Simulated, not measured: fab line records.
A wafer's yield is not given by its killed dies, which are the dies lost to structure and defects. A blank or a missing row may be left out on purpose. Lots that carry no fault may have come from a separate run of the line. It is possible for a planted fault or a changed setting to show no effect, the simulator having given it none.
fab line records	flow n5Finfet
record lots=24	wafers=72	lastDay=20
route steps=1938 shown SDB@368 HKMG_FIN@399
lots that met no fault: from a run of the same line without faults
startH: start of the lot's first displayed wafer, in hours after the record's first day	waitH: hours elapsed since this lot's preceding step	" repeats the value in the row above	L1.1+2: several wafers, shown together as one row	- value missing, or start not given	* or withheld: withheld	< > ~ a bound
route shown NAME@n: a module of which the file shows steps, and the number in the route of the first	usual: mean/standard deviation taken from wafers without a fault	same: alike in all rows	chamber/n: place in a boat	sites: the reading at each site	_std_site: standard deviation across them	_edge_site: inner sites' mean taken away from outer sites' mean	radiusMm: how far each site lies from the wafer's centre	mask NAME#n: copy n	behind: the most recent tool/chamber to have shaped the wafer	hold: reason for holding the lot/hours on hold/outcome of the hold	device: the transistor (n, p or np) that didn't switch	end of line: tests run on the same wafers once the route is complete	a step with no rows: only its recipe	killed: dies that structure and defects cost at the first sort, which is not the same as the wafer's yield	map: per-die view of a wafer (x killed, . not killed, _ where there is no die)
set.NAME: the setting that was run; set.NAME@STEP: the one run at that earlier step	model.NAME: the simulator's own value behind a step, which no gauge read
route steps across a sampled set of lots; one table per step, one row per wafer
services: a tool's chamber out of use, with start hour (startH, from the record's first day; less than 0 if before it), hours out, and reason
## steps
# step N5_SDB_ETCH_25
# recipe chemistry=C4F6/O2	target=SiO2	targetDepthA=100	timeS=3.3	ionEnergyEv=250	maskMaterial=SiNx	pressureMtorr=30	sourceW=345	biasW=185	Ar_flow_sccm=300	C4F6_flow_sccm=10	O2_flow_sccm=10
# usual C4F6_flow_sccm=10.001/0.026	biasW=185.0/0.52	chamberPressureMTorr=30.000/0.028	drypumpMotorCurrentA=5.7/0.43	oesProductAu=0.79/0.062	rfVppV=668/9.2	showerheadPlenumPTorr=2.89/0.071	throttleValvePct=21.17/0.24
lot.wafer	tool	chamber	startH	waitH	C4F6_flow_sccm	biasW	chamberPressureMTorr	drypumpMotorCurrentA	oesProductAu	rfHoursCounterH	rfVppV	showerheadPlenumPTorr	throttleValvePct
L074.2	rieDiel-04	1	66.19	0.0	10.026	185.4	29.981	5.3	0.86	54	657	2.88	20.75
L074.5	"	0	"	"	9.989	185.6	29.951	6.4	0.71	-	654	2.70	21.34
L074.6	"	3	"	"	10.001	184.2	29.962	6.5	0.79	-	677	2.96	20.89
L075.2	rieDiel-04	3	76.11	0.2	9.975	185.1	30.080	6.4	0.78	149	677	2.96	20.91
L075.3	"	0	"	"	10.052	185.1	29.994	6.4	0.70	234	652	2.69	21.35
L075.4	"	2	"	"	9.948	185.2	29.997	5.4	0.73	166	672	2.94	21.58
L076.1	rieDiel-04	0	81.00	0.2	10.038	184.0	29.950	6.4	0.70	236	653	2.69	21.35
L076.2	"	1	"	"	10.025	186.2	30.020	5.4	0.84	59	657	2.87	20.78
L076.4	"	3	"	"	9.988	185.5	30.015	6.5	0.78	150	679	2.96	20.89
L077.1	rieDiel-01	1	85.45	0.0	9.988	185.3	29.978	5.7	0.87	55	666	2.89	21.11
L077.2	"	3	"	"	10.018	185.4	30.055	5.6	0.81	105	670	2.88	21.34
L077.5	"	0	"	"	10.006	184.1	29.989	5.8	0.89	-	677	3.00	21.18
L078.1	rieDiel-04	1	88.16	0.0	9.986	185.1	29.999	5.3	0.84	62	658	2.87	20.79
L078.3	"	3	"	"	9.994	185.1	30.016	6.5	0.78	153	679	2.96	20.90
L078.5	"	2	"	"	10.000	185.3	29.994	5.4	0.73	-	674	2.94	21.59
L079.3	rieDiel-06	2	98.85	0.0	9.967	185.6	29.990	5.1	0.76	152	673	2.97	21.02
L079.5	"	2	"	"	9.955	185.4	29.984	5.1	0.75	-	673	2.97	21.00
L079.6	"	1	"	"	10.050	184.8	29.980	5.7	0.87	-	681	2.89	21.19
L080.3	rieDiel-06	0	102.34	0.5	10.008	184.4	30.060	5.9	0.75	164	653	2.83	21.30
L080.5	"	3	"	"	10.023	185.5	30.028	5.9	0.77	-	663	2.86	21.10
L080.6	"	2	"	"	10.004	184.1	30.009	5.1	0.75	-	674	2.96	21.01
L081.1	rieDiel-01	3	110.30	0.0	10.014	184.6	30.000	5.6	0.79	114	671	2.88	21.35
L081.3	"	2	"	"	10.021	185.0	29.968	6.3	0.88	41	662	2.79	21.29
L081.6	"	1	"	"	9.990	185.6	29.952	5.8	0.86	-	667	2.89	21.13
L082.1	rieDiel-01	0	116.28	0.1	9.990	184.9	29.997	5.7	0.87	51	678	3.00	21.17
L082.3	"	1	"	"	10.017	183.7	29.976	5.7	0.85	66	668	2.89	21.13
L082.4	"	2	"	"	9.981	185.3	29.965	6.2	0.89	43	662	2.79	21.29
L083.1	rieDiel-04	0	121.60	0.4	9.979	185.4	29.988	6.4	0.69	249	653	2.69	21.36
L083.4	"	3	"	"	9.993	185.0	30.033	6.5	0.76	164	678	2.95	20.91
L083.6	"	3	"	"	9.983	184.7	30.031	6.5	0.76	-	678	2.95	20.92
L084.1	rieDiel-04	1	125.69	0.0	10.004	185.0	29.964	5.3	0.82	73	656	2.87	20.77
L084.2	"	3	"	"	9.997	184.9	30.027	6.5	0.76	166	677	2.95	20.91
L084.4	"	3	"	"	9.965	186.2	29.981	6.5	0.77	-	677	2.95	20.92
L085.2	rieDiel-04	2	133.00	0.1	10.040	185.2	30.005	5.4	0.71	186	674	2.93	21.60
L085.3	"	3	"	"	10.038	185.1	30.013	6.4	0.75	169	678	2.95	20.91
L085.6	"	1	"	"	10.041	184.7	29.931	5.3	0.82	-	657	2.86	20.77
L086.1	rieDiel-01	2	142.61	0.0	9.999	184.0	30.023	6.3	0.86	54	662	2.78	21.30
L086.4	"	1	"	"	10.040	185.0	29.992	5.8	0.83	77	668	2.88	21.15
L086.6	"	3	"	"	10.039	185.0	30.001	5.6	0.78	-	670	2.87	21.36
L087.2	rieDiel-04	1	145.03	0.0	10.022	184.4	29.959	5.3	0.81	81	656	2.86	20.79
L087.3	"	2	"	"	9.970	185.2	30.016	5.4	0.71	191	674	2.93	21.61
L087.5	"	2	"	"	9.963	184.8	30.041	5.4	0.72	-	674	2.93	21.60
L088.2	rieDiel-04	2	151.71	0.0	10.002	184.6	29.992	5.4	0.71	193	672	2.93	21.61
L088.4	"	3	"	"	9.985	184.2	29.990	6.5	0.76	177	677	2.95	20.92
L088.5	"	0	"	"	10.014	185.2	29.971	6.4	0.97	-	664	3.02	21.05
L089.2	rieDiel-06	3	159.58	0.0	9.993	184.3	29.954	5.9	0.77	139	661	2.85	21.15
L089.4	"	0	"	"	9.977	185.0	30.006	5.9	0.74	180	653	2.82	21.32
L089.5	"	0	"	"	10.002	185.0	29.987	5.9	0.75	-	651	2.82	21.31
L090.1	rieDiel-01	0	160.86	0.2	9.987	185.0	30.026	5.7	0.85	66	677	2.99	21.21
L090.4	"	3	"	"	10.024	184.2	29.991	5.6	0.78	131	669	2.87	21.37
L090.5	"	2	"	"	10.028	185.1	30.003	6.3	0.86	-	662	2.78	21.32
L091.1	rieDiel-06	0	187.56	0.0	9.968	185.0	30.021	6.0	0.74	187	653	2.82	21.32
L091.4	"	2	"	"	10.017	185.9	29.995	5.1	0.73	175	673	2.95	21.03
L091.6	"	2	"	"	10.043	185.6	29.993	5.1	0.73	-	672	2.96	21.04
L092.1	rieDiel-06	3	188.65	0.0	10.005	185.7	29.987	5.9	0.76	144	661	2.85	21.14
L092.2	"	2	"	"	9.949	184.1	30.069	5.1	0.73	175	674	2.96	21.05
L092.5	"	2	"	"	9.946	184.1	29.989	5.1	0.74	-	673	2.96	21.04
L093.1	rieDiel-06	2	190.82	0.0	10.003	185.9	30.027	5.1	0.73	175	673	2.95	21.02
L093.3	"	0	"	"	9.985	184.2	29.961	6.0	0.74	187	652	2.82	21.31
L093.5	"	1	"	"	10.035	184.9	29.995	5.7	0.83	-	679	2.88	21.21
L096.1	rieDiel-06	0	232.27	0.0	9.978	185.2	30.001	6.0	0.73	194	653	2.81	21.34
L096.2	"	2	"	"	9.979	184.8	30.041	5.1	0.73	183	672	2.95	21.06
L096.3	"	1	"	"	9.996	184.8	30.035	5.7	0.83	75	678	2.88	21.23
L095.1	rieDiel-06	2	233.70	0.0	9.957	185.2	30.018	5.1	0.73	183	673	2.95	21.05
L095.2	"	3	"	"	10.021	184.7	29.969	5.9	0.75	153	661	2.85	21.17
L095.4	"	0	"	"	10.042	186.1	29.991	6.0	0.73	194	653	2.81	21.35
L094.1	rieDiel-06	1	234.53	0.0	9.997	185.2	30.033	5.7	0.83	75	679	2.88	21.21
L094.4	"	2	"	"	9.986	185.4	30.036	5.1	0.74	184	671	2.95	21.06
L094.5	"	3	"	"	9.993	185.8	30.036	5.9	0.75	-	663	2.85	21.15
L097.4	rieDiel-04	2	236.54	0.6	10.020	183.9	30.021	5.4	0.70	212	672	2.92	21.64
L097.5	"	1	"	"	9.985	184.7	29.998	5.3	0.79	-	655	2.85	20.81
L097.6	"	2	"	"	10.016	185.2	30.002	5.4	0.70	-	671	2.92	21.63
# step N5_HKMG_FIN_OVL_MEAS_50
# recipe pointsPerWafer=44
# usual NDIPOLE_OVL=0.0/0.73
lot.wafer	tool	chamber	startH	waitH	NDIPOLE_OVL[nm]
L074.2	overlay-02	0	71.69	0.0	0.2
L074.5	"	0	"	"	1.5
L074.6	"	0	"	"	1.5
L075.2	overlay-02	0	81.19	0.0	-0.2
L075.3	"	0	"	"	-0.6
L075.4	"	0	"	"	-0.1
L076.1	overlay-01	0	86.56	0.0	0.8
L076.2	"	0	"	"	-0.2
L076.4	"	0	"	"	1.2
L077.1	overlay-02	0	90.35	0.0	1.1
L077.2	"	0	"	"	-0.2
L077.5	"	0	"	"	0.3
L078.1	overlay-02	0	93.05	0.0	0.7
L078.3	"	0	"	"	-1.0
L078.5	"	0	"	"	-0.3
L079.3	overlay-01	0	104.00	0.0	0.3
L079.5	"	0	"	"	1.2
L079.6	"	0	"	"	0.4
L080.3	overlay-02	0	107.21	0.0	0.2
L080.5	"	0	"	"	-0.2
L080.6	"	0	"	"	0.2
L081.1	overlay-02	0	115.27	0.0	-0.1
L081.3	"	0	"	"	-0.4
L081.6	"	0	"	"	0.4
L082.1	overlay-02	0	121.16	0.0	-1.6
L082.3	"	0	"	"	-1.7
L082.4	"	0	"	"	-1.2
L083.1	overlay-02	0	126.36	0.0	0.8
L083.4	"	0	"	"	1.2
L083.6	"	0	"	"	-0.8
L084.1	overlay-02	0	130.58	0.0	-0.9
L084.2	"	0	"	"	-0.7
L084.4	"	0	"	"	-0.3
L085.2	overlay-02	0	137.88	0.0	-1.0
L085.3	"	0	"	"	-0.4
L085.6	"	0	"	"	-0.7
L086.1	overlay-01	0	147.78	0.0	-0.4
L086.4	"	0	"	"	0.5
L086.6	"	0	"	"	0.2
L087.2	overlay-01	0	150.65	0.0	-0.4
L087.3	"	0	"	"	-0.9
L087.5	"	0	"	"	-0.5
L088.2	overlay-01	0	156.93	0.0	0.1
L088.4	"	0	"	"	-0.8
L088.5	"	0	"	"	-0.9
L089.2	overlay-02	0	164.71	0.0	0.1
L089.4	"	0	"	"	0.2
L089.5	"	0	"	"	1.0
L090.1	overlay-01	0	166.13	0.0	-0.1
L090.4	"	0	"	"	-0.7
L090.5	"	0	"	"	-1.1
L091.1	overlay-02	0	194.92	0.0	0.6
L091.4	"	0	"	"	-0.9
L091.6	"	0	"	"	0.5
L092.1	overlay-01	0	195.49	0.0	0.0
L092.2	"	0	"	"	0.1
L092.5	"	0	"	"	-0.4
L093.1	overlay-01	0	196.33	0.0	-0.1
L093.3	"	0	"	"	1.2
L093.5	"	0	"	"	0.9
L096.1	overlay-02	0	238.10	0.0	-0.8
L096.2	"	0	"	"	-0.6
L096.3	"	0	"	"	-1.1
L095.1	overlay-01	0	238.60	0.0	0.2
L095.2	"	0	"	"	-0.3
L095.4	"	0	"	"	-0.5
L094.1	overlay-01	0	240.50	0.0	-0.2
L094.4	"	0	"	"	-0.9
L094.5	"	0	"	"	-0.6
L097.4	overlay-02	0	241.31	0.0	0.2
L097.5	"	0	"	"	0.8
L097.6	"	0	"	"	0.4
# step N5_HKMG_FIN_STRIP_60
# recipe chemistry=N2/H2	powerW=2500	tempC=300	h2Frac=0.65	timeS=360	pressureMtorr=withheld	n2FlowSccm=1750	h2FlowSccm=3250
# usual drypumpMotorCurrentA=5.95/0.2	heaterPowerW=473/47
lot.wafer	tool	chamber	startH	waitH	drypumpMotorCurrentA	heaterPowerW	rfHoursCounterH
L074.2	plasmaAsher-02	0	72.63	0.0	5.92	477	34
L074.5	"	1	"	"	5.74	564	-
L074.6	"	0	"	"	5.93	471	-
L075.2	plasmaAsher-01	1	82.26	0.0	6.24	457	89
L075.3	"	0	"	"	5.81	433	-
L075.4	"	1	"	"	6.20	452	-
L076.1	plasmaAsher-01	1	87.49	0.0	6.26	450	90
L076.2	"	0	"	"	5.84	443	90
L076.4	"	1	"	"	6.20	457	-
L077.1	plasmaAsher-01	1	91.29	0.0	6.19	443	91
L077.2	"	0	"	"	5.84	438	91
L077.5	"	1	"	"	6.23	455	-
L078.1	plasmaAsher-02	0	93.98	0.0	5.92	455	38
L078.3	"	0	"	"	5.93	461	-
L078.5	"	0	"	"	5.92	455	-
L079.3	plasmaAsher-01	1	105.06	0.1	6.28	445	-
L079.5	"	0	"	"	5.81	437	-
L079.6	"	1	"	"	6.25	446	-
L080.3	plasmaAsher-02	0	108.26	0.1	5.93	463	-
L080.5	"	1	"	"	5.79	556	-
L080.6	"	0	"	"	5.91	463	-
L081.1	plasmaAsher-02	0	116.27	0.0	5.91	466	42
L081.3	"	1	"	"	5.74	555	-
L081.6	"	1	"	"	5.74	552	-
L082.1	plasmaAsher-01	1	122.20	0.0	6.23	463	97
L082.3	"	0	"	"	5.87	434	-
L082.4	"	1	"	"	6.29	443	-
L083.1	plasmaAsher-01	1	127.78	0.0	6.28	451	98
L083.4	"	0	"	"	5.80	422	-
L083.6	"	0	"	"	5.83	431	-
L084.1	plasmaAsher-02	0	131.52	0.0	5.90	462	45
L084.2	"	1	"	"	5.72	550	45
L084.4	"	1	"	"	5.78	569	-
L085.2	plasmaAsher-02	1	138.81	0.0	5.76	557	46
L085.3	"	0	"	"	5.89	479	-
L085.6	"	1	"	"	5.75	584	-
L086.1	plasmaAsher-01	0	148.72	0.0	5.88	439	102
L086.4	"	0	"	"	5.87	422	-
L086.6	"	1	"	"	6.26	453	-
L087.2	plasmaAsher-01	1	151.59	0.0	6.21	460	103
L087.3	"	1	"	"	6.21	449	-
L087.5	"	1	"	"	6.23	456	-
L088.2	plasmaAsher-01	1	157.86	0.0	6.24	437	104
L088.4	"	1	"	"	6.22	447	-
L088.5	"	0	"	"	5.84	436	-
L089.2	plasmaAsher-01	1	165.66	0.0	6.26	455	105
L089.4	"	1	"	"	6.25	454	-
L089.5	"	0	"	"	5.79	435	-
L090.1	plasmaAsher-01	0	167.10	0.0	5.83	434	106
L090.4	"	0	"	"	5.82	427	-
L090.5	"	1	"	"	6.25	448	-
L091.1	plasmaAsher-02	1	195.86	0.0	5.74	545	54
L091.4	"	0	"	"	5.91	482	-
L091.6	"	0	"	"	5.91	474	-
L092.1	plasmaAsher-01	1	196.43	0.0	6.27	450	109
L092.2	"	0	"	"	5.85	440	109
L092.5	"	0	"	"	5.82	437	-
L093.1	plasmaAsher-02	1	197.27	0.0	5.75	562	54
L093.3	"	1	"	"	5.74	558	-
L093.5	"	1	"	"	5.73	557	-
L096.1	plasmaAsher-01	0	239.04	0.0	5.85	434	113
L096.2	"	1	"	"	6.25	441	113
L096.3	"	0	"	"	5.82	428	-
L095.1	plasmaAsher-02	1	239.81	0.0	5.72	558	58
L095.2	"	0	"	"	5.90	477	58
L095.4	"	1	"	"	5.72	565	-
L094.1	plasmaAsher-02	0	241.44	0.0	5.92	465	59
L094.4	"	1	"	"	5.75	561	-
L094.5	"	1	"	"	5.77	566	-
L097.4	plasmaAsher-01	0	242.89	0.1	5.87	426	-
L097.5	"	0	"	"	5.86	433	-
L097.6	"	1	"	"	6.23	453	-
# step N5_HKMG_FIN_THK_MEAS_70
# recipe thkMeasGauge=xrf	reads=HfO2_of_HKMG_FIN_HK_ALD_01
# usual HK_THK=1.599/0.021
lot.wafer	tool	chamber	startH	waitH	HK_THK[nm]
L074.2	filmMetro-02	-	74.15	0.2	1.577
L074.5	"	-	"	"	1.615
L074.6	"	-	"	"	1.590
L075.2	filmMetro-01	-	83.84	0.2	1.603
L075.3	"	-	"	"	1.594
L075.4	"	-	"	"	1.614
L076.1	filmMetro-01	-	89.03	0.2	1.586
L076.2	"	-	"	"	1.586
L076.4	"	-	"	"	1.604
L077.1	filmMetro-01	-	92.93	0.2	1.607
L077.2	"	-	"	"	1.588
L077.5	"	-	"	"	1.601
L078.1	filmMetro-02	-	95.59	0.2	1.625
L078.3	"	-	"	"	1.607
L078.5	"	-	"	"	1.580
L079.3	filmMetro-02	-	106.57	0.2	1.627
L079.5	"	-	"	"	1.606
L079.6	"	-	"	"	1.568
L080.3	filmMetro-02	-	109.69	0.2	1.583
L080.5	"	-	"	"	1.566
L080.6	"	-	"	"	1.649
L081.1	filmMetro-02	-	117.80	0.2	1.570
L081.3	"	-	"	"	1.588
L081.6	"	-	"	"	1.571
L082.1	filmMetro-01	-	123.97	0.2	1.597
L082.3	"	-	"	"	1.612
L082.4	"	-	"	"	1.607
L083.1	filmMetro-02	-	129.31	0.2	1.622
L083.4	"	-	"	"	1.653
L083.6	"	-	"	"	1.581
L084.1	filmMetro-02	-	133.24	0.2	1.608
L084.2	"	-	"	"	1.595
L084.4	"	-	"	"	1.650
L085.2	filmMetro-02	-	140.40	0.2	1.568
L085.3	"	-	"	"	1.626
L085.6	"	-	"	"	1.621
L086.1	filmMetro-01	-	150.24	0.2	1.608
L086.4	"	-	"	"	1.595
L086.6	"	-	"	"	1.608
L087.2	filmMetro-01	-	153.19	0.2	1.565
L087.3	"	-	"	"	1.578
L087.5	"	-	"	"	1.573
L088.2	filmMetro-01	-	159.40	0.2	1.578
L088.4	"	-	"	"	1.599
L088.5	"	-	"	"	1.598
L089.2	filmMetro-02	-	167.24	0.2	1.631
L089.4	"	-	"	"	1.595
L089.5	"	-	"	"	1.646
L090.1	filmMetro-01	-	168.62	0.2	1.579
L090.4	"	-	"	"	1.593
L090.5	"	-	"	"	1.562
L091.1	filmMetro-02	-	197.38	0.2	1.659
L091.4	"	-	"	"	1.558
L091.6	"	-	"	"	1.588
L092.1	filmMetro-01	-	197.95	0.2	1.577
L092.2	"	-	"	"	1.581
L092.5	"	-	"	"	1.593
L093.1	filmMetro-02	-	198.92	0.2	1.576
L093.3	"	-	"	"	1.576
L093.5	"	-	"	"	1.599
L096.1	filmMetro-01	-	240.57	0.2	1.581
L096.2	"	-	"	"	1.600
L096.3	"	-	"	"	1.606
L095.1	filmMetro-01	-	241.37	0.2	1.593
L095.2	"	-	"	"	1.583
L095.4	"	-	"	"	1.604
L094.1	filmMetro-01	-	242.98	0.2	1.589
L094.4	"	-	"	"	1.606
L094.5	"	-	"	"	1.600
L097.4	filmMetro-02	-	244.29	0.2	1.628
L097.5	"	-	"	"	1.601
L097.6	"	-	"	"	1.600
# step N5_HKMG_FIN_ALD_71
# recipe material=TiN	targetThkA=10	tempC=400	aldPrecursorFamily=TiCl4	aldCoReactant=NH3	pulseTimeS=1	purgeTimeS=3	coReactantPurgeTimeS=2	coReactantPulseTimeS=2	aldCycles=47	pressureTorr=3
# usual heaterPowerW=900/98	precursorPulseHeightRel=1.002/0.017
lot.wafer	tool	chamber	startH	waitH	heaterPowerW	precursorPulseHeightRel
L074.2	aldMetal-01	3	77.19	0.0	748	1.005
L074.5	"	0	"	"	767	0.990
L074.6	"	3	"	"	755	0.977
L075.2	aldMetal-02	1	86.88	0.0	1043	1.019
L075.3	"	0	"	"	914	1.001
L075.4	"	2	"	"	1050	0.992
L076.1	aldMetal-04	1	91.93	0.0	896	0.997
L076.2	"	0	"	"	785	1.005
L076.4	"	3	"	"	883	1.004
L077.1	aldMetal-01	0	96.03	0.0	760	1.028
L077.2	"	1	"	"	906	1.017
L077.5	"	1	"	"	899	1.002
L078.1	aldMetal-02	0	98.85	0.0	917	0.972
L078.3	"	1	"	"	1038	1.013
L078.5	"	3	"	"	908	1.042
L079.3	aldMetal-02	1	109.48	0.0	1018	0.994
L079.5	"	2	"	"	1084	1.019
L079.6	"	1	"	"	1044	1.003
L080.3	aldMetal-02	2	112.70	0.0	1072	0.991
L080.5	"	3	"	"	941	1.004
L080.6	"	0	"	"	878	0.997
L081.1	aldMetal-02	2	121.05	0.0	1088	1.000
L081.3	"	3	"	"	880	1.025
L081.6	"	0	"	"	926	0.984
L082.1	aldMetal-02	0	127.02	0.0	923	1.000
L082.3	"	1	"	"	1043	0.994
L082.4	"	3	"	"	921	1.001
L083.1	aldMetal-01	3	132.34	0.0	747	1.010
L083.4	"	0	"	"	784	0.983
L083.6	"	0	"	"	765	0.995
L084.1	aldMetal-04	1	136.44	0.0	933	0.998
L084.2	"	2	"	"	811	1.013
L084.4	"	3	"	"	920	1.006
L085.2	aldMetal-04	1	143.41	0.0	938	1.019
L085.3	"	0	"	"	766	1.020
L085.6	"	0	"	"	781	0.982
L086.1	aldMetal-04	2	153.49	0.0	781	0.990
L086.4	"	1	"	"	919	0.995
L086.6	"	1	"	"	921	0.990
L087.2	aldMetal-02	0	156.21	0.0	887	0.992
L087.3	"	2	"	"	1079	1.009
L087.5	"	0	"	"	911	1.011
L088.2	aldMetal-02	0	162.56	0.0	912	1.003
L088.4	"	1	"	"	1035	1.020
L088.5	"	0	"	"	912	0.983
L089.2	aldMetal-01	2	170.65	0.0	963	0.983
L089.4	"	1	"	"	892	1.015
L089.5	"	2	"	"	956	0.991
L090.1	aldMetal-04	3	171.51	0.0	910	1.017
L090.4	"	1	"	"	911	0.991
L090.5	"	1	"	"	936	1.004
L091.1	aldMetal-01	1	200.27	0.0	886	1.010
L091.4	"	0	"	"	761	0.999
L091.6	"	1	"	"	890	0.978
L092.1	aldMetal-04	3	200.97	0.0	926	0.981
L092.2	"	1	"	"	940	1.014
L092.5	"	3	"	"	892	0.955
L093.1	aldMetal-02	3	201.94	0.0	892	1.003
L093.3	"	2	"	"	1099	1.015
L093.5	"	2	"	"	1081	1.015
L096.1	aldMetal-04	0	244.16	0.0	767	1.020
L096.2	"	1	"	"	919	0.979
L096.3	"	2	"	"	792	0.993
L095.1	aldMetal-02	2	245.38	0.0	1092	0.992
L095.2	"	0	"	"	894	1.023
L095.4	"	1	"	"	1016	1.003
L094.1	aldMetal-01	3	246.22	0.0	750	1.014
L094.4	"	2	"	"	965	0.985
L094.5	"	0	"	"	758	0.983
L097.4	aldMetal-04	3	247.97	0.0	900	1.008
L097.5	"	1	"	"	940	1.025
L097.6	"	0	"	"	765	0.970
# step N5_HKMG_FIN_STRIP_69
# recipe chemistry=N2/H2	powerW=2500	tempC=300	h2Frac=0.65	timeS=360	pressureMtorr=withheld	n2FlowSccm=1750	h2FlowSccm=3250
# usual drypumpMotorCurrentA=5.94/0.19	heaterPowerW=480/49
lot.wafer	tool	chamber	startH	waitH	drypumpMotorCurrentA	heaterPowerW	rfHoursCounterH
L074.2	plasmaAsher-01	1	77.96	0.1	6.23	470	88
L074.5	"	0	"	"	5.81	441	-
L074.6	"	1	"	"	6.26	447	-
L075.2	plasmaAsher-02	1	87.58	0.1	5.77	550	36
L075.3	"	0	"	"	5.91	460	-
L075.4	"	1	"	"	5.80	546	-
L076.1	plasmaAsher-02	0	92.75	0.2	5.92	469	37
L076.2	"	1	"	"	5.75	573	37
L076.4	"	0	"	"	5.91	477	-
L077.1	plasmaAsher-01	1	96.85	0.1	6.26	447	92
L077.2	"	0	"	"	5.86	444	92
L077.5	"	1	"	"	6.20	454	-
L078.1	plasmaAsher-02	1	99.55	0.1	5.74	547	39
L078.3	"	0	"	"	5.93	471	-
L078.5	"	1	"	"	5.75	567	-
L079.3	plasmaAsher-01	0	110.32	0.2	5.83	428	-
L079.5	"	1	"	"	6.28	454	-
L079.6	"	0	"	"	5.84	434	-
L080.3	plasmaAsher-02	0	113.52	0.2	5.91	460	-
L080.5	"	1	"	"	5.78	568	-
L080.6	"	0	"	"	5.92	468	-
L081.1	plasmaAsher-02	1	121.82	0.1	5.76	563	43
L081.3	"	1	"	"	5.78	561	-
L081.6	"	1	"	"	5.74	569	-
L082.1	plasmaAsher-02	0	128.05	0.1	5.92	474	44
L082.3	"	0	"	"	5.92	464	-
L082.4	"	1	"	"	5.79	547	-
L083.1	plasmaAsher-01	0	133.05	0.1	5.84	443	99
L083.4	"	0	"	"	5.86	428	-
L083.6	"	0	"	"	5.85	434	-
L084.1	plasmaAsher-01	0	137.14	0.1	5.86	429	101
L084.2	"	1	"	"	6.23	455	101
L084.4	"	1	"	"	6.26	446	-
L085.2	plasmaAsher-01	0	144.32	0.1	5.91	429	102
L085.3	"	1	"	"	6.24	463	-
L085.6	"	0	"	"	5.88	442	-
L086.1	plasmaAsher-02	1	154.30	0.2	5.79	553	49
L086.4	"	1	"	"	5.77	561	-
L086.6	"	0	"	"	5.93	474	-
L087.2	plasmaAsher-01	0	157.03	0.2	5.87	420	104
L087.3	"	1	"	"	6.24	443	-
L087.5	"	0	"	"	5.84	430	-
L088.2	plasmaAsher-01	0	163.39	0.2	5.88	448	105
L088.4	"	0	"	"	5.86	437	-
L088.5	"	0	"	"	5.84	438	-
L089.2	plasmaAsher-02	0	171.52	0.1	5.93	479	52
L089.4	"	0	"	"	5.91	473	-
L089.5	"	0	"	"	5.92	476	-
L090.1	plasmaAsher-01	0	172.21	0.1	5.86	442	107
L090.4	"	1	"	"	6.26	451	-
L090.5	"	0	"	"	5.82	433	-
L091.1	plasmaAsher-02	0	200.97	0.1	5.89	461	55
L091.4	"	1	"	"	5.75	549	-
L091.6	"	0	"	"	5.91	470	-
L092.1	plasmaAsher-02	1	201.67	0.1	5.71	538	55
L092.2	"	0	"	"	5.90	464	55
L092.5	"	1	"	"	5.79	573	-
L093.1	plasmaAsher-01	1	202.63	0.1	6.27	446	111
L093.3	"	0	"	"	5.81	433	-
L093.5	"	0	"	"	5.81	431	-
L096.1	plasmaAsher-01	1	245.03	0.1	6.18	446	115
L096.2	"	0	"	"	5.83	443	115
L096.3	"	0	"	"	5.83	437	-
L095.1	plasmaAsher-02	0	246.15	0.1	5.92	464	61
L095.2	"	1	"	"	5.73	562	61
L095.4	"	1	"	"	5.75	552	-
L094.1	plasmaAsher-02	0	246.92	0.1	5.91	460	61
L094.4	"	1	"	"	5.78	560	-
L094.5	"	0	"	"	5.90	491	-
L097.4	plasmaAsher-01	0	248.79	0.2	5.83	439	-
L097.5	"	1	"	"	6.28	453	-
L097.6	"	0	"	"	5.81	436	-
## services
tool	chamber	startH	hours	kind
aldMetal-01	1	58.11	28.7	repair
rieDiel-04	1	106.06	2.9	repair
rieDiel-04	0	124.52	-	clean
rieDiel-04	0	124.52	-	consumableReplace:focusRing
rieDiel-04	0	124.52	-	consumableReplace:showerhead
rieDiel-04	0	124.52	14.9	scheduledDown
rieDiel-04	0	124.52	14.9	ventCycle
plasmaAsher-02	-	143.29	3.5	pm
rieDiel-06	-	152.62	0.9	repair
plasmaAsher-01	-	153.10	2.1	repair
aldMetal-01	-	161.02	0.6	repair
rieDiel-01	0	161.28	4.4	repair
aldMetal-02	-	170.32	2.8	pm
rieDiel-01	1	187.71	6.8	repair
rieDiel-06	1	214.42	9.5	repair
plasmaAsher-01	-	216.33	2.8	pm
aldMetal-04	2	218.00	4.3	repair
rieDiel-01	-	234.77	2.8	pm
## key
fault none
